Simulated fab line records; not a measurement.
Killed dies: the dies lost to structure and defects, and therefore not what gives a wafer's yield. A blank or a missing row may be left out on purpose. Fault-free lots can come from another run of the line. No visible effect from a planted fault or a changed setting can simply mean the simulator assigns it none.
Chamber matching ; flow n5 finfet ; N5_BEOL_M7_DEP_56 on pecvd-03: 3 sister chambers
The step deposits SiCN from 3MS/NH3, target thk 10 nm, time 17.5 s. 6 wafers are shown with their chamber, then 11 later ones without.

== WAFERS, EACH WITH ITS CHAMBER ==
wafer;chamber;throttle valve pct (%);showerhead plenum p Torr (Torr)
L088.6;2;8.7;3.681
L089.1;0;9.3;3.681
L089.4;0;9.4;3.691
L090.2;2;8.4;3.660
L090.6;1;8.5;3.642
L092.2;1;8.3;3.644

== WAFERS WITHOUT THEIR CHAMBER ==
wafer;throttle valve pct (%);showerhead plenum p Torr (Torr)
L092.3;8.7;3.672
L092.6;8.3;3.653
L093.1;9.6;3.689
L093.2;8.4;3.661
L093.6;8.5;3.668
L094.1;9.5;3.679
L094.2;8.5;3.653
L094.6;8.8;3.666
L097.4;8.5;3.656
L097.5;8.6;3.669
L097.6;9.5;3.679

== WHICH CHAMBER EACH ONE RAN IN ==
wafer;from the rows above;in truth
L092.3;2;2
L092.6;can't be placed: 1 or 2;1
L093.1;0;0
L093.2;can't be placed: 2 or 1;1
L093.6;2;2
L094.1;0;0
L094.2;can't be placed: 1 or 2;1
L094.6;can't be placed: 2 or 1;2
L097.4;can't be placed: 1 or 2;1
L097.5;2;2
L097.6;0;0
Correct placement for 6 of the 11. These rows do not allow placing 5 (true chamber among the candidates in 5). Number placed wrongly: 0.
How it was worked out, from the rows above alone: a wafer's distance from a chamber is the root of the sum, over the readings, of the square of ((its reading less the chamber's mean) divided by the reading's scatter). If the next closest chamber is less than 2 further off than the closest, the wafer can't be placed; otherwise it belongs to the closest. The mean given for a chamber averages the wafers shown for that chamber. The scatter is the square root of a quotient: the sum, over the shown wafers, of each reading's squared deviation from its chamber's mean, divided by wafers minus chambers.
